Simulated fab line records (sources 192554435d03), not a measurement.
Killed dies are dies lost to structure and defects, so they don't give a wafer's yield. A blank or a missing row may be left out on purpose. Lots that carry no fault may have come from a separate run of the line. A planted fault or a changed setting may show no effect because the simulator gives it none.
Chamber matching	flow n5_finfet	rie_diel-06 running N5_BEOL_M0_ETCH_128: 4 sister chambers
The step etches SiCN in CF4/N2, target depth 12 nm, overetch 5.1 nm, time 21.4 s. 16 wafers are shown with their chamber, then 8 later ones without.

## WAFERS WITH THEIR CHAMBER
wafer	chamber	throttle_valve_pct (%)	oes_product_au (a.u.)	rf_vpp_V (V)
L074.1	1	15.49	0.64	381.3
L074.3	3	15.32	0.61	380.9
L074.6	3	15.30	0.61	379.5
L075.1	3	15.33	0.71	381.3
L075.4	2	15.67	0.53	383.1
L075.5	1	15.50	0.65	382.8
L076.4	2	15.66	0.52	383.4
L076.5	0	15.60	0.46	381.2
L076.6	3	15.33	0.60	380.8
L079.1	3	15.33	0.60	381.3
L079.4	2	15.69	0.52	382.2
L079.5	2	15.67	0.51	382.4
L080.3	0	15.63	0.54	380.5
L080.4	0	15.60	0.46	381.2
L080.5	1	15.53	0.62	381.6
L083.2	3	15.36	0.58	381.2

SIGNATURES, as means of the wafers listed above
reading	chamber 0	chamber 1	chamber 2	chamber 3	scatter within a chamber
throttle_valve_pct	15.6100	15.5067	15.6725	15.3283	0.0179
oes_product_au	0.4867	0.6367	0.5200	0.6183	0.0361
rf_vpp_V	380.967	381.900	382.775	380.833	0.639
Rule: for a wafer and a chamber, the distance is found by dividing, reading by reading, the gap between the wafer's reading and the chamber's mean by the reading's scatter, squaring, summing and taking the root. The wafer belongs to the nearest chamber; if the next one is less than 2 further off, it can't be placed. The scatter: take each reading less its chamber's mean, square it, sum over the shown wafers, divide by the number of wafers less the number of chambers, and take the root.

## WAFERS WHOSE CHAMBER IS MISSING
wafer	throttle_valve_pct (%)	oes_product_au (a.u.)	rf_vpp_V (V)
L083.3	15.54	0.61	380.7
L083.5	15.37	0.58	381.6
L090.4	15.39	0.57	381.7
L090.5	15.13	0.64	381.0
L090.6	15.41	0.56	380.9
L092.1	15.58	0.60	382.7
L092.2	15.72	0.50	382.2
L092.3	15.40	0.57	381.3

## EACH ONE'S CHAMBER
wafer	from the rows above	in truth
L083.3	1	1
L083.5	3	3
L090.4	3	3
L090.5	3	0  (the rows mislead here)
L090.6	can't be placed: 3 or 1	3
L092.1	can't be placed: 1 or 0 or 2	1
L092.2	2	2
L092.3	3	3
5 of 8 placed correctly. Cannot be placed on the basis of these rows: 2; the candidates contain the true chamber in 2. Placed wrongly: 1.
